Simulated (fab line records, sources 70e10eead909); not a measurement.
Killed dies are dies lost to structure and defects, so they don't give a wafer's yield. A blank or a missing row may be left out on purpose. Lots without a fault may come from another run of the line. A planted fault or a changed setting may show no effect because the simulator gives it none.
Chamber matching | flow nand_harc | NHARC_A_SGD_CUT_CMP_21 on cmp-03: 4 sister chambers
The step polishes, target thk 148.19 nm. 4 wafers are shown with their chamber, then 7 later ones without.

WAFERS WITH THEIR CHAMBER
wafer  | chamber | motor_current_A (A)
L896.4 | 2       | 13.3
L901.5 | 1       | 11.6
L899.2 | 0       | 10.8
L899.3 | 3       | 12.7

WAFERS WITHOUT THEIR CHAMBER
wafer  | motor_current_A (A)
L899.4 | 13.8
L909.1 | 13.5
L909.3 | 11.7
L909.5 | 11.3
L908.2 | 11.7
L908.3 | 11.1
L908.6 | 11.2

WHICH CHAMBER EACH WENT THROUGH
wafer  | from the rows above     | in truth
L899.4 | can't be placed: 2 or 3 | 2
L909.1 | can't be placed: 2 or 3 | 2
L909.3 | 1                       | 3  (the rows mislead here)
L909.5 | can't be placed: 1 or 0 | 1
L908.2 | 1                       | 1
L908.3 | can't be placed: 0 or 1 | 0
L908.6 | can't be placed: 0 or 1 | 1
Placed correctly: 1 of 7. Can't be placed from these rows: 5 (the true chamber is among the candidates in 5). Placed wrongly: 1.
How it was worked out, from the rows above alone: a wafer's distance from a chamber is the root of the sum, over the readings, of the square of ((its reading less the chamber's mean) divided by the reading's scatter). The wafer belongs to the nearest chamber; if the next one is less than 2 further off, it can't be placed. A chamber's mean is the mean of its shown wafers. The scatter: with one shown wafer a chamber, the root of the mean of the squares of how far each hidden wafer lies from its nearest shown one.
